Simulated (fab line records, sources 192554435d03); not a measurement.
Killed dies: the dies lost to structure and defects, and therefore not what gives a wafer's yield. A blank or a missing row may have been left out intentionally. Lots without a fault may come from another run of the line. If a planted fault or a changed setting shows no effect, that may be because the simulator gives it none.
Chamber matching / flow n5Finfet / N5_BEOL_M15_DEP_53 on pecvd-04: 3 sister chambers
The step deposits SiCN from 3MS/NH3, target thk 50 nm, time 17.8 s. 5 wafers are shown with their chamber, then 7 later ones without.

WAFERS, EACH WITH ITS CHAMBER
wafer=L718.1; chamber=0; throttleValvePct (%)=19.0; rfFwdPowerW (W)=665.6
wafer=L727.2; chamber=1; throttleValvePct (%)=19.4; rfFwdPowerW (W)=665.3
wafer=L727.5; chamber=1; throttleValvePct (%)=19.5; rfFwdPowerW (W)=666.8
wafer=L733.2; chamber=2; throttleValvePct (%)=17.6; rfFwdPowerW (W)=671.3
wafer=L733.4; chamber=2; throttleValvePct (%)=17.9; rfFwdPowerW (W)=670.5

WAFERS WITH NO CHAMBER GIVEN
wafer=L733.5; throttleValvePct (%)=19.2; rfFwdPowerW (W)=667.5
wafer=L736.3; throttleValvePct (%)=17.8; rfFwdPowerW (W)=666.4
wafer=L736.5; throttleValvePct (%)=17.8; rfFwdPowerW (W)=667.6
wafer=L736.6; throttleValvePct (%)=19.6; rfFwdPowerW (W)=667.4
wafer=L737.3; throttleValvePct (%)=18.9; rfFwdPowerW (W)=669.6
wafer=L737.5; throttleValvePct (%)=17.7; rfFwdPowerW (W)=671.1
wafer=L737.6; throttleValvePct (%)=19.2; rfFwdPowerW (W)=670.2

EACH ONE'S CHAMBER
wafer=L733.5; from the rows above=can't be placed: 1 or 0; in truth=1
wafer=L736.3; from the rows above=2; in truth=2
wafer=L736.5; from the rows above=2; in truth=2
wafer=L736.6; from the rows above=1; in truth=1
wafer=L737.3; from the rows above=can't be placed: 0 or 1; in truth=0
wafer=L737.5; from the rows above=2; in truth=2
wafer=L737.6; from the rows above=can't be placed: 1 or 0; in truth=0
Correctly placed: 4 of 7. These rows do not allow placing 3 (true chamber among the candidates in 3). Wrongly placed: 0.
How it was worked out, from the rows above alone: a wafer's distance from a chamber is the root of the sum, over the readings, of the square of ((its reading less the chamber's mean) divided by the reading's scatter). If the next closest chamber is less than 2 further off than the closest, the wafer can't be placed; otherwise it belongs to the closest. For every chamber, the mean is computed from those of its wafers that are shown. The scatter: the root of (the sum of the squares of (reading less its chamber's mean) over the shown wafers, divided by (wafers less chambers)).
